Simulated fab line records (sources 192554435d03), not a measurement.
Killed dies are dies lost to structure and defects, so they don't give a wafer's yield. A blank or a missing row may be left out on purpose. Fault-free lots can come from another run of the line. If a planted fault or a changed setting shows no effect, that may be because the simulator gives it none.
Matching of chambers :: flow n5 finfet :: rie diel-01 running N5_BEOL_M7_ETCH_65: 4 sister chambers
The step etches SiARC in CF4, target depth 15.6 nm, time 26 s. 14 wafers are shown with their chamber, then 7 later ones without.

## WAFERS, EACH WITH ITS CHAMBER
wafer: L079.1
chamber: 0
drypump motor current A (A): 5.2
oes product au (a.u.): 0.65
showerhead plenum p Torr (Torr): 2.15

wafer: L079.2
chamber: 3
drypump motor current A (A): 5.9
oes product au (a.u.): 0.61
showerhead plenum p Torr (Torr): 2.04

wafer: L079.5
chamber: 2
drypump motor current A (A): 6.0
oes product au (a.u.): 0.68
showerhead plenum p Torr (Torr): 2.18

wafer: L080.1
chamber: 0
drypump motor current A (A): 5.2
oes product au (a.u.): 0.65
showerhead plenum p Torr (Torr): 2.14

wafer: L080.4
chamber: 2
drypump motor current A (A): 6.0
oes product au (a.u.): 0.68
showerhead plenum p Torr (Torr): 2.18

wafer: L080.5
chamber: 2
drypump motor current A (A): 6.0
oes product au (a.u.): 0.68
showerhead plenum p Torr (Torr): 2.17

wafer: L081.3
chamber: 3
drypump motor current A (A): 5.9
oes product au (a.u.): 0.62
showerhead plenum p Torr (Torr): 2.04

wafer: L081.4
chamber: 2
drypump motor current A (A): 6.0
oes product au (a.u.): 0.68
showerhead plenum p Torr (Torr): 2.17

wafer: L081.6
chamber: 2
drypump motor current A (A): 6.0
oes product au (a.u.): 0.68
showerhead plenum p Torr (Torr): 2.17

wafer: L088.1
chamber: 3
drypump motor current A (A): 5.9
oes product au (a.u.): 0.61
showerhead plenum p Torr (Torr): 2.03

wafer: L088.3
chamber: 1
drypump motor current A (A): 4.8
oes product au (a.u.): 0.59
showerhead plenum p Torr (Torr): 2.20

wafer: L088.4
chamber: 2
drypump motor current A (A): 6.0
oes product au (a.u.): 0.67
showerhead plenum p Torr (Torr): 2.17

wafer: L090.1
chamber: 3
drypump motor current A (A): 5.9
oes product au (a.u.): 0.60
showerhead plenum p Torr (Torr): 2.03

wafer: L090.3
chamber: 1
drypump motor current A (A): 4.9
oes product au (a.u.): 0.59
showerhead plenum p Torr (Torr): 2.19

SIGNATURES (means of the wafers above)
reading: drypump motor current A
chamber 0: 5.200
chamber 1: 4.850
chamber 2: 6.000
chamber 3: 5.900
scatter within a chamber: 0.0224

reading: oes product au
chamber 0: 0.6500
chamber 1: 0.5900
chamber 2: 0.6783
chamber 3: 0.6100
scatter within a chamber: 0.00532

reading: showerhead plenum p Torr
chamber 0: 2.1450
chamber 1: 2.1950
chamber 2: 2.1733
chamber 3: 2.0350
scatter within a chamber: 0.00577
Rule: for each reading, subtract the chamber's mean from the wafer's reading, divide by that reading's scatter and square the result; add these up over the readings and take the root, which gives the wafer's distance from the chamber. The wafer belongs to the nearest chamber; if the next one is less than 2 further off, it can't be placed. The scatter is the square root of a quotient: the sum, over the shown wafers, of each reading's squared deviation from its chamber's mean, divided by wafers minus chambers.

## WAFERS WITH NO CHAMBER GIVEN
wafer: L090.5
drypump motor current A (A): 4.9
oes product au (a.u.): 0.59
showerhead plenum p Torr (Torr): 2.19

wafer: L091.3
drypump motor current A (A): 4.8
oes product au (a.u.): 0.59
showerhead plenum p Torr (Torr): 2.19

wafer: L091.5
drypump motor current A (A): 6.0
oes product au (a.u.): 0.66
showerhead plenum p Torr (Torr): 2.17

wafer: L091.6
drypump motor current A (A): 5.2
oes product au (a.u.): 0.65
showerhead plenum p Torr (Torr): 2.14

wafer: L097.1
drypump motor current A (A): 5.9
oes product au (a.u.): 0.60
showerhead plenum p Torr (Torr): 2.03

wafer: L097.3
drypump motor current A (A): 5.2
oes product au (a.u.): 0.63
showerhead plenum p Torr (Torr): 2.14

wafer: L097.6
drypump motor current A (A): 6.0
oes product au (a.u.): 0.65
showerhead plenum p Torr (Torr): 2.16

## THE CHAMBER EACH PASSED THROUGH
wafer: L090.5
from the rows above: 1
in truth: 1

wafer: L091.3
from the rows above: 1
in truth: 1

wafer: L091.5
from the rows above: 2
in truth: 2

wafer: L091.6
from the rows above: 0
in truth: 0

wafer: L097.1
from the rows above: 3
in truth: 3

wafer: L097.3
from the rows above: 0
in truth: 0

wafer: L097.6
from the rows above: 2
in truth: 2
Correct placement for 7 of the 7. Can't be placed from these rows: 0. 0 placed wrongly.
